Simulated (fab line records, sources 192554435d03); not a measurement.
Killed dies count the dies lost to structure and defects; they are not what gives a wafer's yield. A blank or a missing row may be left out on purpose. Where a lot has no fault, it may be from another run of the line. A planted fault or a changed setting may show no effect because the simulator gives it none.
Split-lot experiment :: flow n5Finfet :: 21 wafers read from 7 lots, route of 1938 steps

## SPLIT DETAILS
At N5_BEOL_M1_COAT_05 (resist thk 30 nm), the setting spinRpm was moved away from the recipe's 1500 rpm on 8 of the 21 wafers read, by -10.7% to +3.0%. This setting was run at the recipe's value on the other wafers.

## FROM THE SPLIT TO THE READING: what the file shows between them, 4 steps
- N5_BEOL_M1_EBR_07
- N5_BEOL_M1_SOFTBAKE_06: time 60 s
- N5_BEOL_M1_EXPOSE_08: exposes mask M1
- N5_BEOL_M1_PEB_09: peb time 60 s

## THE READING
CAR-EUV_of_BEOL_M1_COAT_05.thkNm (the simulator's own value, which no gauge read), in nm, at N5_BEOL_M1_DEVELOP_10 (develop time 30 s). The file gives no usual value for it. The 13 wafers here that ran the recipe average 29.5 nm, standard deviation 0.092 nm.

wafer: L074.1
tool, chamber at the split: lithoTrack-01, 0
spinRpm as run, rpm: 1500
against the recipe: recipe
CAR-EUV_of_BEOL_M1_COAT_05.thkNm, nm: 29.6
against lot-mates on the recipe: -

wafer: L074.6
tool, chamber at the split: lithoTrack-01, 0
spinRpm as run, rpm: 1500
against the recipe: recipe
CAR-EUV_of_BEOL_M1_COAT_05.thkNm, nm: 29.6
against lot-mates on the recipe: -

wafer: L074.5
tool, chamber at the split: lithoTrack-01, 0
spinRpm as run, rpm: 1340
against the recipe: -10.7%
CAR-EUV_of_BEOL_M1_COAT_05.thkNm, nm: 31.4
against lot-mates on the recipe: +1.8

wafer: L075.3
tool, chamber at the split: lithoTrack-01, 0
spinRpm as run, rpm: 1545
against the recipe: +3.0%
CAR-EUV_of_BEOL_M1_COAT_05.thkNm, nm: 29.2
against lot-mates on the recipe: -0.4

wafer: L075.4
tool, chamber at the split: lithoTrack-01, 0
spinRpm as run, rpm: 1545
against the recipe: +3.0%
CAR-EUV_of_BEOL_M1_COAT_05.thkNm, nm: 29.2
against lot-mates on the recipe: -0.4

wafer: L075.5
tool, chamber at the split: lithoTrack-01, 0
spinRpm as run, rpm: 1500
against the recipe: recipe
CAR-EUV_of_BEOL_M1_COAT_05.thkNm, nm: 29.6
against lot-mates on the recipe: -

wafer: L080.1
tool, chamber at the split: lithoTrack-03, 0
spinRpm as run, rpm: 1500
against the recipe: recipe
CAR-EUV_of_BEOL_M1_COAT_05.thkNm, nm: 29.6
against lot-mates on the recipe: -

wafer: L080.2
tool, chamber at the split: lithoTrack-03, 0
spinRpm as run, rpm: 1367
against the recipe: -8.9%
CAR-EUV_of_BEOL_M1_COAT_05.thkNm, nm: 30.8
against lot-mates on the recipe: +1.2

wafer: L080.3
tool, chamber at the split: lithoTrack-03, 0
spinRpm as run, rpm: 1367
against the recipe: -8.9%
CAR-EUV_of_BEOL_M1_COAT_05.thkNm, nm: 30.8
against lot-mates on the recipe: +1.2

wafer: L084.2
tool, chamber at the split: lithoTrack-03, 0
spinRpm as run, rpm: 1500
against the recipe: recipe
CAR-EUV_of_BEOL_M1_COAT_05.thkNm, nm: 29.4
against lot-mates on the recipe: -

wafer: L084.3
tool, chamber at the split: lithoTrack-03, 0
spinRpm as run, rpm: 1500
against the recipe: recipe
CAR-EUV_of_BEOL_M1_COAT_05.thkNm, nm: 29.4
against lot-mates on the recipe: -

wafer: L084.5
tool, chamber at the split: lithoTrack-03, 0
spinRpm as run, rpm: 1500
against the recipe: recipe
CAR-EUV_of_BEOL_M1_COAT_05.thkNm, nm: 29.4
against lot-mates on the recipe: -

wafer: L089.2
tool, chamber at the split: lithoTrack-01, 0
spinRpm as run, rpm: 1408
against the recipe: -6.1%
CAR-EUV_of_BEOL_M1_COAT_05.thkNm, nm: 30.6
against lot-mates on the recipe: +1.0

wafer: L089.5
tool, chamber at the split: lithoTrack-01, 0
spinRpm as run, rpm: 1500
against the recipe: recipe
CAR-EUV_of_BEOL_M1_COAT_05.thkNm, nm: 29.6
against lot-mates on the recipe: -

wafer: L089.6
tool, chamber at the split: lithoTrack-01, 0
spinRpm as run, rpm: 1408
against the recipe: -6.1%
CAR-EUV_of_BEOL_M1_COAT_05.thkNm, nm: 30.4
against lot-mates on the recipe: +0.8

wafer: L091.4
tool, chamber at the split: lithoTrack-01, 0
spinRpm as run, rpm: 1450
against the recipe: -3.3%
CAR-EUV_of_BEOL_M1_COAT_05.thkNm, nm: 30.2
against lot-mates on the recipe: +0.6

wafer: L091.5
tool, chamber at the split: lithoTrack-01, 0
spinRpm as run, rpm: 1500
against the recipe: recipe
CAR-EUV_of_BEOL_M1_COAT_05.thkNm, nm: 29.6
against lot-mates on the recipe: -

wafer: L091.6
tool, chamber at the split: lithoTrack-01, 0
spinRpm as run, rpm: 1500
against the recipe: recipe
CAR-EUV_of_BEOL_M1_COAT_05.thkNm, nm: 29.6
against lot-mates on the recipe: -

wafer: L095.3
tool, chamber at the split: lithoTrack-05, 0
spinRpm as run, rpm: 1500
against the recipe: recipe
CAR-EUV_of_BEOL_M1_COAT_05.thkNm, nm: 29.6
against lot-mates on the recipe: -

wafer: L095.5
tool, chamber at the split: lithoTrack-05, 0
spinRpm as run, rpm: 1500
against the recipe: recipe
CAR-EUV_of_BEOL_M1_COAT_05.thkNm, nm: 29.6
against lot-mates on the recipe: -

wafer: L095.4
tool, chamber at the split: lithoTrack-05, 0
spinRpm as run, rpm: 1500
against the recipe: recipe
CAR-EUV_of_BEOL_M1_COAT_05.thkNm, nm: 29.4
against lot-mates on the recipe: -

FIT RESULTS
A straight line over all 21 wafers: CAR-EUV_of_BEOL_M1_COAT_05.thkNm changes by -0.153 nm for each +1% of spinRpm; r = -0.98; the points scatter about the line by 0.11 nm.
The same after taking each lot's own level away (the mean of its wafers on the recipe; 21 wafers): -0.148 nm for each +1%; r = -0.99; scatter 0.084 nm.
According to that fit, moving spinRpm by its largest amount changes the reading by 1.6 nm.
From 29.40 to 29.60 nm: that is the span of the lots' own levels, equal to 2.2 times the standard deviation above.
Consequently the slope shifts little with the lot-to-lot level, the two slopes agreeing.
Check: +1.5 nm against its lot-mates is what the line predicts for one of the wafers moved furthest among these (-10.7%) when that wafer is left out of the fit. Against them it came out at +1.8 nm.

## THE OTHER SPLITS THESE WAFERS WENT THROUGH
These wafers also went through other splits before the reading. Each is held against what the fit with the lots' levels taken away leaves over:
other split on the same wafers: N5_BEOL_M0_SAQP_PECVD_04 timeS
wafers away from the commonest value: 4
r with CAR-EUV_of_BEOL_M1_COAT_05.thkNm (lot level and that fit taken away): -0.13

other split on the same wafers: N5_BEOL_M0_CUTY_COAT_50 spinRpm
wafers away from the commonest value: 3
r with CAR-EUV_of_BEOL_M1_COAT_05.thkNm (lot level and that fit taken away): -0.07

other split on the same wafers: N5_BEOL_M1_PECVD_72 timeS
wafers away from the commonest value: 8
r with CAR-EUV_of_BEOL_M1_COAT_05.thkNm (lot level and that fit taken away): +0.35

## THE WHOLE CHAIN: every reading that the file lists as answering this split, in the file's order
step: N5_BEOL_M1_COAT_05
what it does: resist thk 30 nm
reading: CAR-EUV_of_BEOL_M1_COAT_05.thkNm (the simulator's own value, which no gauge read)
change (the file's fit): -0.159 nm for each +1% of the setting
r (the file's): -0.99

step: N5_BEOL_M1_DEVELOP_10
what it does: develop time 30 s
reading: CAR-EUV_of_BEOL_M1_COAT_05.thkNm (the simulator's own value, which no gauge read)
change (the file's fit): -0.154 nm for each +1% of the setting
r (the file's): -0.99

## FILE'S OWN FIT
CAR-EUV_of_BEOL_M1_COAT_05.thkNm changes by -0.154 nm for each +1% of spinRpm, r = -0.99.
